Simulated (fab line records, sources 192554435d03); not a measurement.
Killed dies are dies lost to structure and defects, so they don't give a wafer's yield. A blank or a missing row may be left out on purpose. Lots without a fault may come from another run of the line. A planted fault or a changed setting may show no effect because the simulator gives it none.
fab line records | flow n5_finfet | part 1 of 2: steps 1 to 3 of 6
record lots=20 wafers=60 last_day=17
route steps=1938 shown PMOS_HMC_CHANNEL_EPI@68 FIN_SAQP@114 FIN_CUT@177 DUMMY_GATE@233
lots that met no fault: from a run of the same line without faults
start_h: hours from the record's first day to the start of the lot's first wafer shown | wait_h: hours since the lot's step before | " the same as in the row above | L1.1+2: a row that stands for several wafers | - no value, or no start given | * or withheld: withheld | < > ~ a bound
route shown NAME@n: a module of which the file shows steps, and the number in the route of the first | usual: mean/standard deviation of fault-free wafers | same: alike in all rows | chamber/n: place in a boat | sites: the reading at each site | _std_site: their standard deviation | _edge_site: outer sites' mean less inner sites' | radius_mm: how far each site lies from the wafer's centre | mask NAME#n: copy n | behind: the tool/chamber that last shaped the wafer | hold: why the lot was held/for how many hours/how that ended | device: the transistor (n, p or np) that didn't switch | end of line: the same wafers' tests at the end of the route | a step without rows: its recipe alone | killed: dies lost to structure and defects at the first sort, not the wafer's yield | map: a wafer's dies, x killed, . not, _ none there
set.NAME: the setting as run; set.NAME@STEP: as run at that earlier step | model.NAME: the simulator's own value behind a step, which no gauge read
steps of the route over a sample of lots; a table a step, a row a wafer
services: from which hour (start_h, from the record's first day; less than 0 if before it) a tool's chamber was out of use, for how many hours, and why
## steps
# step N5_PMOS_HMC_CHANNEL_EPI_DESCUM_14
# recipe chemistry=O2 time_s=7.9 source_power_w=50 bias_power_w=20 pressure_mtorr=20 rf_frequency_hz=2.712e+07 temp_c=40 resist=CAR-ArF-block o2_flow_sccm=225
# usual chamber_pressure_mTorr=19.996/0.019 drypump_motor_current_A=5.6/0.53 oes_product_au=0.75/0.072 rf_fwd_power_W=49.36/0.26 rf_vpp_V=242.9/1.4 showerhead_plenum_p_Torr=2.08/0.072 throttle_valve_pct=20.35/0.27
# same time_s=7.9
# columns lot.wafer tool chamber start_h wait_h chamber_pressure_mTorr drypump_motor_current_A oes_product_au rf_fwd_power_W rf_hours_counter_h rf_vpp_V showerhead_plenum_p_Torr throttle_valve_pct
L074.4 rie_diel-05 3 17.65 0.0 19.959 5.0 0.71 49.42 199 241.4 2.05 19.95
L074.5 " 0 " " 19.962 5.5 0.68 49.12 - 243.2 2.14 20.14
L074.6 " 3 " " 19.999 5.0 0.70 49.33 - 243.8 2.05 19.96
L076.1 rie_diel-03 3 30.07 0.0 19.979 5.4 0.71 49.76 210 243.2 2.08 20.77
L076.3 " 2 " " 19.992 6.6 0.79 49.22 107 244.9 2.21 20.35
L076.4 " 2 " " 20.026 6.6 0.80 49.14 - 245.5 2.21 20.33
L077.2 rie_diel-05 2 36.31 0.3 20.002 5.7 0.70 49.04 195 244.4 2.17 20.02
L077.4 " 2 " " 20.005 5.8 0.70 48.91 - 243.1 2.17 20.03
L077.5 " 1 " " 19.985 5.8 0.73 49.59 - 240.8 1.99 20.35
L078.1 rie_diel-04 0 44.26 0.0 20.007 5.1 0.74 49.41 168 241.9 2.00 20.22
L078.2 " 2 " " 20.017 6.3 0.73 49.59 177 243.2 2.09 20.65
L078.4 " 1 " " 19.999 5.0 0.76 49.31 128 243.1 2.02 20.39
L079.2 rie_diel-04 3 47.55 0.0 20.005 6.1 0.81 49.44 86 242.2 2.04 20.39
L079.3 " 2 " " 19.994 6.3 0.73 49.42 177 243.2 2.09 20.66
L079.5 " 2 " " 20.017 6.3 0.73 49.22 - 243.6 2.09 20.66
L080.1 rie_diel-05 3 53.26 0.1 19.995 5.0 0.70 49.35 210 242.8 2.05 19.97
L080.5 " 2 " " 20.006 5.7 0.69 48.94 - 243.3 2.16 20.01
L080.6 " 3 " " 20.012 5.0 0.70 49.41 - 243.8 2.05 19.98
L081.2 rie_diel-04 2 59.85 0.0 20.017 6.2 0.72 49.21 182 241.9 2.09 20.68
L081.3 " 1 " " 20.012 5.0 0.75 49.52 132 240.6 2.02 20.40
L081.5 " 2 " " 19.986 6.3 0.73 49.15 - 242.0 2.09 20.66
L083.1 rie_diel-05 0 72.22 0.0 19.987 5.5 0.97 48.86 8 243.9 2.14 19.78
L083.2 " 1 " " 19.983 5.8 0.73 49.58 203 241.2 1.99 20.36
L083.5 " 3 " " 20.002 5.0 0.70 49.66 - 243.2 2.05 19.98
L084.1 rie_diel-05 0 77.60 0.0 19.979 5.5 0.97 48.79 9 242.9 2.14 19.78
L084.2 " 3 " " 19.982 5.0 0.70 49.64 217 243.0 2.05 19.99
L084.4 " 2 " " 20.006 5.7 0.68 49.25 208 243.8 2.16 20.04
L086.1 rie_diel-05 2 90.57 0.0 19.999 5.7 0.69 49.00 211 244.3 2.16 20.04
L086.3 " 0 " " 19.982 5.5 0.95 49.01 14 243.6 2.13 19.79
L086.4 " 1 " " 19.994 5.8 0.72 49.56 208 241.5 1.99 20.38
L087.3 rie_diel-04 1 96.15 0.3 19.985 5.0 0.73 49.49 143 241.4 2.01 20.42
L087.4 " 0 " " 20.002 5.1 0.73 49.30 183 241.7 1.99 20.25
L087.6 " 1 " " 19.990 5.0 0.74 49.44 - 243.0 2.01 20.43
L088.3 rie_diel-03 1 101.56 0.0 20.030 4.9 0.92 48.93 17 243.9 2.22 20.56
L088.5 " 3 " " 19.982 5.4 0.70 49.52 - 242.5 2.07 20.79
L088.6 " 2 " " 19.995 6.6 0.79 49.42 - 243.7 2.20 20.36
L089.4 rie_diel-04 2 107.39 0.0 20.002 6.3 0.72 49.63 196 243.0 2.08 20.68
L089.5 " 1 " " 20.021 5.0 0.74 49.30 - 241.6 2.01 20.42
L089.6 " 0 " " 19.990 5.1 0.72 49.56 - 242.6 1.99 20.24
L090.3 rie_diel-03 1 114.66 0.1 20.008 4.9 0.92 49.30 21 245.6 2.22 20.56
L090.5 " 2 " " 20.009 6.6 0.78 49.09 - 243.6 2.20 20.35
L090.6 " 1 " " 19.989 4.9 0.91 49.18 - 246.0 2.22 20.58
L091.1 rie_diel-05 3 119.68 0.0 19.974 5.0 0.69 49.36 231 243.5 2.04 20.00
L091.4 " 1 " " 19.976 5.8 0.71 49.41 218 242.4 1.99 20.38
L091.5 " 3 " " 19.995 5.0 0.68 49.68 - 243.2 2.04 19.99
L092.1 rie_diel-04 0 128.17 0.3 19.946 5.1 0.72 49.56 192 239.3 1.99 20.27
L092.3 " 2 " " 20.014 6.3 0.72 49.30 202 241.8 2.08 20.69
L092.6 " 0 " " 19.985 5.1 0.71 49.60 - 242.0 1.99 20.27
L093.2 rie_diel-03 1 133.38 0.0 19.962 4.9 0.91 49.07 27 246.8 2.22 20.59
L093.4 " 3 " " 19.970 5.4 0.69 49.55 241 243.3 2.07 20.81
L093.6 " 3 " " 19.981 5.4 0.69 49.51 - 243.1 2.07 20.81
L095.1 rie_diel-04 0 143.03 0.1 19.999 5.1 0.72 49.49 197 240.8 1.99 20.27
L095.5 " 3 " " 19.993 6.0 0.78 49.23 - 243.0 2.03 20.45
L095.6 " 0 " " 20.016 5.1 0.71 49.43 - 241.3 1.99 20.27
L096.1 rie_diel-03 0 149.46 0.0 19.991 5.6 0.70 49.62 233 242.4 2.07 20.67
L096.2 " 2 " " 19.991 6.6 0.77 49.40 144 244.9 2.19 20.38
L096.6 " 2 " " 19.986 6.6 0.77 49.30 - 244.5 2.19 20.39
L097.1 rie_diel-04 1 155.55 0.0 19.952 5.0 0.72 49.37 161 239.6 2.01 20.45
L097.3 " 2 " " 20.004 6.3 0.69 49.55 211 242.4 2.08 20.69
L097.5 " 2 " " 20.018 6.3 0.70 49.62 - 243.3 2.08 20.71
# step N5_PMOS_HMC_CHANNEL_EPI_ETCH_32
# recipe chemistry=N2/H2 target=BARC stop_on=SiO2 target_depth_a=858 over_etch_frac=0.3 time_s=50.3 ion_energy_ev=200 mask_material=CAR-ArF-block pressure_mtorr=30 source_w=840 bias_w=150 n2_flow_sccm=200 h2_flow_sccm=200
# usual chamber_pressure_mTorr=30.004/0.025 drypump_motor_current_A=5.6/0.53 h2_flow_sccm=200.0/0.59 oes_product_au=0.64/0.058 rf_fwd_power_W=831/3.3 rf_vpp_V=523.3/2.6 showerhead_plenum_p_Torr=2.52/0.083 throttle_valve_pct=17.8/0.31
# same over_etch_frac=0.3 time_s=50.3
# columns lot.wafer tool chamber start_h wait_h chamber_pressure_mTorr drypump_motor_current_A h2_flow_sccm oes_product_au rf_fwd_power_W rf_hours_counter_h rf_vpp_V showerhead_plenum_p_Torr throttle_valve_pct
L074.4 rie_diel-05 3 17.68 0.0 30.024 5.0 201.1 0.61 833 199 523.1 2.51 17.5
L074.5 " 0 " " 30.031 5.5 198.5 0.59 825 - 526.1 2.59 17.5
L074.6 " 3 " " 29.947 5.0 200.4 0.62 832 - 522.3 2.51 17.5
L076.1 rie_diel-03 3 30.10 0.0 29.967 5.4 199.3 0.62 831 210 522.5 2.52 18.2
L076.3 " 2 " " 29.986 6.6 199.9 0.70 827 107 527.8 2.65 17.6
L076.4 " 2 " " 30.063 6.6 201.0 0.69 831 - 526.7 2.65 17.6
L077.2 rie_diel-05 2 36.35 0.0 30.023 5.7 199.6 0.59 828 195 524.9 2.62 17.4
L077.4 " 2 " " 29.977 5.7 200.6 0.60 828 - 526.0 2.62 17.4
L077.5 " 1 " " 30.003 5.8 200.2 0.63 831 - 519.9 2.44 18.0
L078.1 rie_diel-04 0 44.30 0.0 29.969 5.1 199.6 0.63 829 168 521.1 2.43 17.7
L078.2 " 2 " " 30.049 6.3 199.2 0.62 831 177 523.4 2.54 18.2
L078.4 " 1 " " 29.990 5.0 200.0 0.64 829 128 522.3 2.44 17.8
L079.2 rie_diel-04 3 47.58 0.0 30.000 6.0 199.6 0.69 833 86 522.0 2.46 17.8
L079.3 " 2 " " 29.966 6.3 200.2 0.62 832 177 524.1 2.54 18.2
L079.5 " 2 " " 30.009 6.3 199.4 0.63 835 - 523.6 2.54 18.2
L080.1 rie_diel-05 3 53.29 0.0 29.988 5.0 201.5 0.60 830 210 522.7 2.51 17.5
L080.5 " 2 " " 29.973 5.7 200.0 0.59 828 - 525.5 2.62 17.4
L080.6 " 3 " " 30.018 5.0 201.4 0.61 833 - 523.0 2.51 17.5
L081.2 rie_diel-04 2 59.88 0.0 29.980 6.3 200.4 0.63 834 182 523.4 2.53 18.2
L081.3 " 1 " " 29.999 5.0 199.9 0.65 830 132 523.2 2.44 17.8
L081.5 " 2 " " 29.996 6.3 200.5 0.63 831 - 523.9 2.53 18.2
L083.1 rie_diel-05 0 72.25 0.0 30.032 5.5 200.0 0.83 826 8 525.0 2.59 17.1
L083.2 " 1 " " 29.948 5.8 199.8 0.63 833 203 521.5 2.43 18.0
L083.5 " 3 " " 30.009 5.0 200.0 0.61 836 - 523.2 2.51 17.6
L084.1 rie_diel-05 0 77.63 0.0 30.007 5.5 200.4 0.82 826 9 525.4 2.59 17.1
L084.2 " 3 " " 30.002 5.0 199.2 0.61 838 217 524.0 2.51 17.5
L084.4 " 2 " " 30.027 5.7 200.4 0.59 829 208 526.7 2.62 17.4
L086.1 rie_diel-05 2 90.61 0.0 30.037 5.7 200.5 0.59 827 211 525.1 2.61 17.4
L086.3 " 0 " " 30.020 5.5 199.9 0.81 823 14 526.5 2.58 17.1
L086.4 " 1 " " 30.042 5.8 199.8 0.62 836 208 520.4 2.43 18.0
L087.3 rie_diel-04 1 96.19 0.0 30.035 5.0 199.5 0.63 829 143 521.6 2.43 17.8
L087.4 " 0 " " 30.033 5.1 201.4 0.62 837 183 520.1 2.42 17.7
L087.6 " 1 " " 30.013 5.0 200.0 0.63 828 - 521.2 2.43 17.8
L088.3 rie_diel-03 1 101.60 0.0 30.050 4.9 199.8 0.78 823 17 528.6 2.71 18.1
L088.5 " 3 " " 30.021 5.4 200.3 0.60 834 - 522.4 2.51 18.2
L088.6 " 2 " " 29.992 6.6 199.5 0.67 834 - 526.7 2.64 17.6
L089.4 rie_diel-04 2 107.43 0.0 29.996 6.3 199.4 0.62 832 196 524.3 2.53 18.2
L089.5 " 1 " " 30.047 5.0 199.8 0.63 830 - 521.2 2.43 17.9
L089.6 " 0 " " 30.008 5.1 199.7 0.62 835 - 520.9 2.42 17.7
L090.3 rie_diel-03 1 114.69 0.0 30.020 4.9 200.8 0.77 827 21 529.0 2.71 18.1
L090.5 " 2 " " 29.995 6.6 200.2 0.67 829 - 527.2 2.64 17.6
L090.6 " 1 " " 30.030 4.9 200.2 0.77 830 - 528.8 2.71 18.1
L091.1 rie_diel-05 3 119.72 0.0 29.995 5.0 199.9 0.59 836 231 524.5 2.50 17.6
L091.4 " 1 " " 29.947 5.8 200.2 0.61 834 218 521.0 2.43 18.1
L091.5 " 3 " " 30.008 5.0 199.7 0.59 833 - 522.4 2.50 17.6
L092.1 rie_diel-04 0 128.21 0.0 29.997 5.1 199.8 0.61 831 192 519.8 2.42 17.8
L092.3 " 2 " " 29.991 6.3 200.1 0.61 829 202 522.8 2.53 18.3
L092.6 " 0 " " 30.007 5.1 199.8 0.62 832 - 520.3 2.42 17.8
L093.2 rie_diel-03 1 133.41 0.0 30.030 4.9 199.7 0.76 829 27 529.6 2.71 18.1
L093.4 " 3 " " 30.014 5.4 200.7 0.60 833 241 523.3 2.50 18.2
L093.6 " 3 " " 29.999 5.5 200.3 0.60 831 - 521.6 2.50 18.3
L095.1 rie_diel-04 0 143.07 0.0 29.974 5.1 200.2 0.60 829 197 520.1 2.42 17.8
L095.5 " 3 " " 29.994 6.1 202.4 0.67 832 - 520.3 2.45 17.8
L095.6 " 0 " " 29.990 5.1 199.4 0.62 834 - 520.2 2.42 17.8
L096.1 rie_diel-03 0 149.50 0.0 30.070 5.6 200.8 0.59 833 233 523.0 2.49 18.1
L096.2 " 2 " " 29.981 6.6 200.6 0.66 833 144 526.4 2.63 17.6
L096.6 " 2 " " 29.998 6.6 199.8 0.67 835 - 526.5 2.63 17.6
L097.1 rie_diel-04 1 155.58 0.0 30.003 5.0 199.4 0.63 831 161 520.3 2.43 17.9
L097.3 " 2 " " 30.019 6.3 200.1 0.60 832 211 522.8 2.52 18.3
L097.5 " 2 " " 29.989 6.3 200.0 0.60 829 - 522.9 2.52 18.3
# step N5_PMOS_HMC_CHANNEL_EPI_CMP_21
# recipe material=SiGe30 post_cmp_clean=alkaline_brush target_thk_nm=54
# usual edge_zone_pressure_frac=0.999/0.0049 motor_current_A=11.5/0.97
# columns lot.wafer tool chamber start_h wait_h edge_zone_pressure_frac motor_current_A
L074.4 cmp-03 2 19.65 0.0 0.996 11.9
L074.5 " 2 " " 0.994 12.4
L074.6 " 3 " " 1.009 10.6
L076.1 cmp-04 2 32.03 0.0 0.999 12.4
L076.3 " 0 " " 0.999 11.3
L076.4 " 1 " " 1.003 12.3
L077.4 cmp-04 3 38.28 0.0 0.994 10.7
L077.2 " 1 " " 0.998 12.2
L077.5 " 0 " " 1.002 11.7
L078.2 cmp-02 2 46.71 0.1 1.002 13.0
L078.1 " 3 " " 0.999 10.7
L078.4 " 0 " " 1.003 11.7
L079.2 cmp-04 0 49.59 0.1 0.995 10.9
L079.3 " 1 " " 0.988 12.0
L079.5 " 3 " " 0.999 10.4
L080.1 cmp-02 3 55.73 0.1 0.997 10.6
L080.5 " 1 " " 1.000 10.9
L080.6 " 2 " " 1.001 13.1
L081.3 cmp-04 1 62.22 0.0 1.000 12.0
L081.2 " 0 " " 1.003 12.2
L081.5 " 2 " " 1.008 11.9
L083.1 cmp-04 0 75.16 0.1 1.003 11.3
L083.2 " 2 " " 0.995 11.7
L083.5 " 0 " " 0.998 11.9
L084.2 cmp-03 1 80.50 0.0 0.996 10.5
L084.4 " 2 " " 1.001 13.0
L084.1 " 3 " " 1.000 10.9
L086.3 cmp-03 2 92.58 0.1 1.007 12.7
L086.4 " 3 " " 1.000 10.7
L086.1 " 0 " " 1.000 11.9
L087.4 cmp-04 1 98.55 0.0 1.000 11.7
L087.3 " 3 " " 0.989 10.9
L087.6 " 1 " " 1.001 13.0
L088.3 cmp-03 0 104.04 0.1 0.998 11.6
L088.5 " 1 " " 0.994 10.3
L088.6 " 2 " " 0.998 12.3
L089.4 cmp-03 3 109.86 0.1 0.997 10.7
L089.6 " 1 " " 0.993 10.8
L089.5 " 2 " " 1.000 12.8
L090.3 cmp-02 0 117.07 0.2 1.000 11.3
L090.5 " 1 " " 0.999 10.8
L090.6 " 2 " " 0.997 13.0
L091.4 cmp-02 2 121.64 0.0 0.993 12.9
L091.1 " 3 " " 1.002 11.1
L091.5 " 2 " " 0.995 13.0
L092.1 cmp-03 3 130.23 0.1 1.005 11.5
L092.3 " 0 " " 0.996 11.4
L092.6 " 1 " " 1.000 11.0
L093.4 cmp-02 0 135.35 0.0 0.993 11.8
L093.2 " 2 " " 1.003 13.6
L093.6 " 1 " " 1.005 11.1
L095.1 cmp-03 2 145.12 0.1 0.996 12.8
L095.6 " 3 " " 1.000 10.2
L095.5 " 0 " " 1.005 12.3
L096.1 cmp-04 3 151.82 0.0 0.999 10.2
L096.2 " 2 " " 0.993 12.7
L096.6 " 3 " " 1.003 10.1
L097.1 cmp-04 1 157.51 0.0 1.004 12.6
L097.3 " 0 " " 0.996 11.4
L097.5 " 2 " " 1.010 11.6
